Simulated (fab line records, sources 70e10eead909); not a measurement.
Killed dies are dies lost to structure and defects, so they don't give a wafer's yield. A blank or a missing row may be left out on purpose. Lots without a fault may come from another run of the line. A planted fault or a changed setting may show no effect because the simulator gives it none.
Which tool did it? | flow nand_harc | 14 lots, 42 wafers sampled, at 5 steps of a route of 1302

WHAT THE GAUGES READ, wafer by wafer
NHARC_THIN_TSV_THK_MEAS_02: measures by ir. Usual: thk_nm 3026 nm, standard deviation 190.
lot  | measured     | on            | thk_nm (nm)    | flag
L933 | day 24 21:28 | film_metro-01 | 3235 3457 3202 |
L932 | day 24 20:15 | film_metro-02 | 2819 2805 2903 |
L934 | day 25 07:24 | film_metro-01 | 2693 2949 2906 |
L935 | day 25 11:56 | film_metro-01 | 2941 2909 3111 |
L936 | day 25 13:07 | film_metro-02 | 2895 2923 3099 |
L937 | day 26 18:39 | film_metro-02 | 2915 3304 3170 |
L938 | day 26 19:50 | film_metro-01 | 2731 3031 3025 |
L941 | day 27 19:37 | film_metro-01 | 2734 3023 2821 |
L940 | day 27 20:48 | film_metro-02 | 3109 3249 3033 |
L939 | day 28 09:04 | film_metro-01 | 2986 3109 3211 |
L943 | day 28 23:58 | film_metro-01 | 2812 2803 2665 |
L953 | day 33 04:08 | film_metro-01 | 2976 3406 3087 |

NHARC_END_SORT_01. Usual: killed_at_array 54, standard deviation 21; killed_at_other 1.0, standard deviation 1.2; killed_at_periphery 3.6, standard deviation 2.6; killed_dies 58, standard deviation 20; killed_open 3.3, standard deviation 1.9; killed_short 2.6, standard deviation 1.5.
lot  | measured     | on        | killed_at_array | killed_at_other | killed_at_periphery | killed_dies | killed_open | killed_short | flag
L944 | day 31 10:37 | prober-01 | 444 482 439     | 0 1 1           | 4 0 7               | 448 483 447 | 5 4 4       | 2 1 4        | OFF
L945 | day 31 02:01 | prober-02 | 472 529 604     | 3 3 5           | 2 4 0               | 477 536 609 | 4 1 3       | 2 2 2        | OFF

WHICH TOOL RAN EACH LOT (tool, then ch and the chambers of the sampled wafers, then the start)
lot  | NHARC_A_WL_FILL_CVD_03        | NHARC_A_BONDPAD_CMP_29        | NHARC_A_BONDPAD_PVD_27
L933 | cvd_w-02 ch 0,1, day 21 03:34 | cmp-04 ch 1,2, day 24 06:56   | pvd_sputter-02, day 24 21:28 or earlier
L932 | cvd_w-02 ch 0,1, day 21 07:41 | cmp-04 ch 0,1,2, day 24 04:15 | pvd_sputter-01, day 24 20:15 or earlier
L934 | cvd_w-02 ch 0,1, day 21 20:37 | cmp-04 ch 0,1,3, day 24 15:17 | pvd_sputter-03, day 25 07:24 or earlier
L935 | cvd_w-01 ch 0,1, day 22 03:09 | cmp-01 ch 0,1,3, day 24 20:15 | pvd_sputter-02, day 25 11:56 or earlier
L936 | cvd_w-02 ch 0,1, day 22 03:15 | cmp-01 ch 1,2,3, day 24 21:29 | pvd_sputter-02, day 25 13:07 or earlier
L937 | cvd_w-02 ch 0,1, day 23 09:16 | cmp-01 ch 0,1, day 26 05:47   | pvd_sputter-02, day 26 18:39 or earlier
L938 | cvd_w-01 ch 0,1, day 23 09:25 | cmp-01 ch 0,1,3, day 26 02:39 | pvd_sputter-03, day 26 19:50 or earlier
L941 | cvd_w-02 ch 0,1, day 24 11:24 | cmp-01 ch 1,2,3, day 27 03:24 | pvd_sputter-02, day 27 19:37 or earlier
L940 | cvd_w-01 ch 0,1, day 24 11:32 | cmp-02 ch 1,3, day 27 05:51   | pvd_sputter-02, day 27 20:48 or earlier
L939 | cvd_w-02 ch 0,1, day 24 21:43 | cmp-02 ch 0,1,3, day 27 17:37 | pvd_sputter-03, day 28 09:04 or earlier
L943 | cvd_w-01 ch 0,1, day 25 20:12 | cmp-01 ch 0,1,2, day 28 08:26 | pvd_sputter-01, day 28 23:58 or earlier
L944 | cvd_w-02 ch 0,1, day 26 18:07 | -                             | -
L945 | cvd_w-02 ch 1, day 26 21:58   | -                             | -
L953 | cvd_w-02 ch 0,1, day 29 21:49 | cmp-02 ch 0,2, day 32 13:40   | pvd_sputter-03, day 33 04:08 or earlier
- NHARC_A_WL_FILL_CVD_03: deposits W, target thk 40 nm, time 279 s.
- NHARC_A_BONDPAD_CMP_29: polishes SiCN, target thk 200 nm.
- NHARC_A_BONDPAD_PVD_27: deposits Cu, target thk 30 nm, time 20.49 s.

WHAT THE TOOLS THEMSELVES READ (means of the sampled wafers that have a number; where no wafer has one, the mark that the record gives instead)
NHARC_A_WL_FILL_CVD_03. Usual: heater_power_w 451 W, standard deviation 37; mfc_ar_sccm 1560 sccm, standard deviation 5.3; throttle_valve_pct 7.9 %, standard deviation 0.33.
lot  | tool     | heater_power_w (W) | mfc_ar_sccm (sccm) | throttle_valve_pct (%) | flag
L933 | cvd_w-02 | 440                | 1557               | 8.0                    |
L932 | cvd_w-02 | 444                | 1554               | 7.9                    |
L934 | cvd_w-02 | 438                | 1561               | 7.7                    |
L935 | cvd_w-01 | 462                | 1562               | 7.7                    |
L936 | cvd_w-02 | 466                | 1560               | 7.7                    |
L937 | cvd_w-02 | 469                | 1563               | 7.7                    |
L938 | cvd_w-01 | 462                | 1566               | 7.8                    |
L941 | cvd_w-02 | 477                | 1556               | 7.7                    |
L940 | cvd_w-01 | 436                | 1561               | 7.7                    |
L939 | cvd_w-02 | 439                | 1566               | 8.2                    |
L943 | cvd_w-01 | 436                | 1552               | 8.0                    |
L944 | cvd_w-02 | 445                | 1558               | 8.1                    |
L945 | cvd_w-02 | 496                | 1557               | 7.7                    |
L953 | cvd_w-02 | 460                | 1562               | 7.6                    |

NHARC_A_BONDPAD_CMP_29. Usual: motor_current_A 12.4 A, standard deviation 1.2.
lot  | tool   | motor_current_A (A) | flag
L933 | cmp-04 | 12.1                |
L932 | cmp-04 | 13.1                |
L934 | cmp-04 | 12.5                |
L935 | cmp-01 | 12.4                |
L936 | cmp-01 | 12.3                |
L937 | cmp-01 | 11.7                |
L938 | cmp-01 | 12.1                |
L941 | cmp-01 | 12.6                |
L940 | cmp-02 | 11.4                |
L939 | cmp-02 | 11.5                |
L943 | cmp-01 | 12.1                |
L953 | cmp-02 | 11.9                |

NHARC_A_BONDPAD_PVD_27. Usual: throttle_valve_pct 29.2 %, standard deviation 0.92.
lot  | tool           | throttle_valve_pct (%) | flag
L933 | pvd_sputter-02 | 28.8                   |
L932 | pvd_sputter-01 | 29.7                   |
L934 | pvd_sputter-03 | 28.7                   |
L935 | pvd_sputter-02 | 28.7                   |
L936 | pvd_sputter-02 | 29.0                   |
L937 | pvd_sputter-02 | 29.4                   |
L938 | pvd_sputter-03 | 28.5                   |
L941 | pvd_sputter-02 | 29.0                   |
L940 | pvd_sputter-02 | 29.2                   |
L939 | pvd_sputter-03 | 28.2                   |
L943 | pvd_sputter-01 | 30.4                   |
L953 | pvd_sputter-03 | 29.2                   |

THE ANSWER, worked out from the rows above alone
Rule: a lot is off if the mean of its wafers that have a number lies more than 3 standard deviations from the usual mean. A lot without any number at a reading at which 4 lots or more have one is off too. The other lots that the step has rows for count as sound. The gauges are gone through in route order, then the tools' own readings, and for those a lot's mean is taken as printed above. The first step at which some lot is off is used, and at that step the reading that is off furthest; a lot without a number counts as furthest.
Off: L944, L945, at NHARC_END_SORT_01 (killed_dies). Neither off nor sound, because the step has no rows for them: L933, L932, L934, L935, L936, L937, L938, L941, L940, L939, L943, L953.
A tool fits if, at a process step before that reading, it ran every lot that is off, and no sound lot after the first of them. The gauges at NHARC_END_SORT_01 are tried like those tools. One fits: cvd_w-02 at NHARC_A_WL_FILL_CVD_03. It ran no sound lot before its first lot that is off in this sample, so the start can't be narrowed down.

WHAT THE SIMULATOR HAD PUT IN
Process parameter drift: cvd_w-02, from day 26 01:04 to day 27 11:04, at NHARC_A_WL_FILL_CVD_03. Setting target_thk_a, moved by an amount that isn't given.
Lots struck among those shown: L945, L944. The rule above found the same.
